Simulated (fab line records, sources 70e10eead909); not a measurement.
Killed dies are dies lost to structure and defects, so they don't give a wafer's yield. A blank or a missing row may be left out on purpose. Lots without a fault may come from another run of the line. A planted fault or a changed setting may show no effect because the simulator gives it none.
Chamber matching | flow nand_harc | NHARC_HYBRID_BOND_ACTIVATE_00 on rie_diel-04: 4 sister chambers
The step chemistry N2, time 60 s. 30 wafers are shown with their chamber, then 12 later ones without.

WAFERS WITH THEIR CHAMBER
wafer  | chamber | drypump_motor_current_A (A) | rf_vpp_V (V) | oes_product_au (a.u.)
L075.1 | 0       | 5.6                         | 62.6         | 1.009
L075.4 | 1       | 5.7                         | 64.7         | 0.992
L075.5 | 3       | 6.0                         | 64.7         | 0.996
L078.1 | 1       | 5.7                         | 65.2         | 1.002
L078.3 | 2       | 6.3                         | 65.1         | 0.999
L078.5 | 0       | 5.5                         | 64.2         | 1.002
L077.2 | 2       | 6.2                         | 65.0         | 0.996
L077.4 | 1       | 5.7                         | 63.9         | 1.010
L077.6 | 1       | 5.7                         | 63.6         | 0.988
L079.2 | 3       | 6.0                         | 64.2         | 1.003
L079.5 | 0       | 5.6                         | 62.3         | 0.991
L079.6 | 3       | 6.0                         | 64.0         | 0.990
L080.3 | 2       | 6.3                         | 62.9         | 1.003
L080.4 | 1       | 5.7                         | 64.3         | 1.003
L080.5 | 2       | 6.3                         | 65.6         | 0.997
L082.1 | 3       | 6.0                         | 64.3         | 1.002
L082.5 | 0       | 5.6                         | 63.4         | 1.009
L082.6 | 3       | 6.0                         | 64.6         | 0.999
L081.2 | 1       | 5.7                         | 64.5         | 0.990
L081.5 | 2       | 6.3                         | 64.5         | 0.996
L081.6 | 1       | 5.7                         | 63.7         | 0.990
L084.1 | 2       | 6.3                         | 65.0         | 1.000
L084.3 | 1       | 5.7                         | 63.5         | 1.007
L084.4 | 0       | 5.6                         | 61.2         | 1.008
L090.4 | 2       | 6.2                         | 64.0         | 1.003
L090.5 | 1       | 5.7                         | 63.5         | 0.997
L090.6 | 2       | 6.3                         | 65.2         | 1.007
L093.1 | 3       | 6.0                         | 62.9         | 0.997
L093.2 | 2       | 6.3                         | 64.7         | 1.000
L093.6 | 0       | 5.6                         | 64.8         | 0.989

SIGNATURES (means of the wafers above)
reading                 | chamber 0 | chamber 1 | chamber 2 | chamber 3 | scatter within a chamber
drypump_motor_current_A | 5.583     | 5.700     | 6.278     | 6.000     | 0.0303
rf_vpp_V                | 63.083    | 64.100    | 64.667    | 64.117    | 0.853
oes_product_au          | 1.00133   | 0.99767   | 1.00011   | 0.99783   | 0.00671
Rule: a wafer's distance from a chamber is the root of the sum, over the readings, of the square of ((its reading less the chamber's mean) divided by the reading's scatter). The wafer belongs to the nearest chamber; if the next one is less than 2 further off, it can't be placed. The scatter: the root of (the sum of the squares of (reading less its chamber's mean) over the shown wafers, divided by (wafers less chambers)).

WAFERS WITHOUT THEIR CHAMBER
wafer  | drypump_motor_current_A (A) | rf_vpp_V (V) | oes_product_au (a.u.)
L092.2 | 5.5                         | 62.1         | 0.995
L092.5 | 6.3                         | 64.0         | 1.006
L092.6 | 5.7                         | 64.3         | 1.003
L095.1 | 5.7                         | 63.8         | 1.004
L095.2 | 5.6                         | 63.4         | 0.999
L095.4 | 6.0                         | 65.5         | 0.992
L096.2 | 6.3                         | 63.8         | 1.005
L096.3 | 5.5                         | 62.4         | 0.995
L096.4 | 6.0                         | 64.6         | 0.989
L097.1 | 5.7                         | 62.6         | 0.999
L097.4 | 6.0                         | 64.9         | 0.986
L097.5 | 6.0                         | 62.4         | 0.983

WHICH CHAMBER EACH WENT THROUGH
wafer  | from the rows above | in truth
L092.2 | 0                   | 0
L092.5 | 2                   | 2
L092.6 | 1                   | 1
L095.1 | 1                   | 1
L095.2 | 0                   | 0
L095.4 | 3                   | 3
L096.2 | 2                   | 2
L096.3 | 0                   | 0
L096.4 | 3                   | 3
L097.1 | 1                   | 1
L097.4 | 3                   | 3
L097.5 | 3                   | 3
Placed correctly: 12 of 12. Can't be placed from these rows: 0. Placed wrongly: 0.
